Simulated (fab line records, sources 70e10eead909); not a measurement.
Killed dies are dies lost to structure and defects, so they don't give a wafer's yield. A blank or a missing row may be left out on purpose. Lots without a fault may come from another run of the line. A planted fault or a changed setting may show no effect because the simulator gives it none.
Chamber matching | flow nand_harc | NHARC_A_STAIRCASE_DEP_322 on pecvd-01: 3 sister chambers
The step deposits SiO2, target thk 7200 nm. 3 wafers are shown with their chamber, then 10 later ones without.

WAFERS WITH THEIR CHAMBER
wafer  | chamber | heater_power_outer_w (W)
L089.2 | 0       | 424
L089.5 | 1       | 286
L091.4 | 2       | 444

WAFERS WITHOUT THEIR CHAMBER
wafer  | heater_power_outer_w (W)
L091.5 | 286
L093.2 | 295
L093.4 | 441
L093.6 | 367
L095.3 | 285
L095.4 | 286
L095.5 | 444
L097.2 | 562
L097.3 | 338
L097.5 | 441

WHICH CHAMBER EACH WENT THROUGH
wafer  | from the rows above          | in truth
L091.5 | 1                            | 1
L093.2 | 1                            | 1
L093.4 | can't be placed: 2 or 0      | 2
L093.6 | can't be placed: 0 or 2 or 1 | 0
L095.3 | 1                            | 1
L095.4 | 1                            | 1
L095.5 | can't be placed: 2 or 0      | 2
L097.2 | can't be placed: 2 or 0      | 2
L097.3 | can't be placed: 1 or 0 or 2 | 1
L097.5 | can't be placed: 2 or 0      | 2
Placed correctly: 4 of 10. Can't be placed from these rows: 6 (the true chamber is among the candidates in 6). Placed wrongly: 0.
How it was worked out, from the rows above alone: a wafer's distance from a chamber is the root of the sum, over the readings, of the square of ((its reading less the chamber's mean) divided by the reading's scatter). The wafer belongs to the nearest chamber; if the next one is less than 2 further off, it can't be placed. A chamber's mean is the mean of its shown wafers. The scatter: with one shown wafer a chamber, the root of the mean of the squares of how far each hidden wafer lies from its nearest shown one.
